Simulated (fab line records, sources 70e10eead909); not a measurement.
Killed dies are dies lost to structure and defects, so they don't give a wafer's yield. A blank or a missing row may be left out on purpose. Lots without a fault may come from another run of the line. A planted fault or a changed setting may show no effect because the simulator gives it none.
Chamber matching | flow nand_harc | NHARC_P_BONDPAD_DESCUM_11 on rie_diel-06: 4 sister chambers
The step chemistry O2, time 3 s. 8 wafers are shown with their chamber, then 9 later ones without.

WAFERS WITH THEIR CHAMBER
wafer  | chamber | showerhead_plenum_p_Torr (Torr) | drypump_motor_current_A (A)
L078.6 | 1       | 1.86                            | 5.4
L083.3 | 2       | 1.89                            | 5.3
L083.4 | 1       | 1.86                            | 5.4
L087.2 | 3       | 1.87                            | 6.1
L087.5 | 2       | 1.88                            | 5.3
L088.1 | 0       | 2.07                            | 5.0
L088.4 | 3       | 1.87                            | 6.1
L088.5 | 0       | 2.07                            | 5.1

WAFERS WITHOUT THEIR CHAMBER
wafer  | showerhead_plenum_p_Torr (Torr) | drypump_motor_current_A (A)
L091.3 | 1.87                            | 6.0
L091.4 | 1.88                            | 5.3
L091.6 | 1.88                            | 5.3
L097.1 | 2.06                            | 5.0
L097.2 | 1.87                            | 6.0
L097.3 | 1.85                            | 5.4
L097.4 | 1.88                            | 5.3
L097.5 | 2.06                            | 5.1
L097.6 | 1.87                            | 6.1

WHICH CHAMBER EACH WENT THROUGH
wafer  | from the rows above | in truth
L091.3 | 3                   | 3
L091.4 | 2                   | 2
L091.6 | 2                   | 2
L097.1 | 0                   | 0
L097.2 | 3                   | 3
L097.3 | 1                   | 1
L097.4 | 2                   | 2
L097.5 | 0                   | 0
L097.6 | 3                   | 3
Placed correctly: 9 of 9. Can't be placed from these rows: 0. Placed wrongly: 0.
How it was worked out, from the rows above alone: a wafer's distance from a chamber is the root of the sum, over the readings, of the square of ((its reading less the chamber's mean) divided by the reading's scatter). The wafer belongs to the nearest chamber; if the next one is less than 2 further off, it can't be placed. A chamber's mean is the mean of its shown wafers. The scatter: the root of (the sum of the squares of (reading less its chamber's mean) over the shown wafers, divided by (wafers less chambers)).
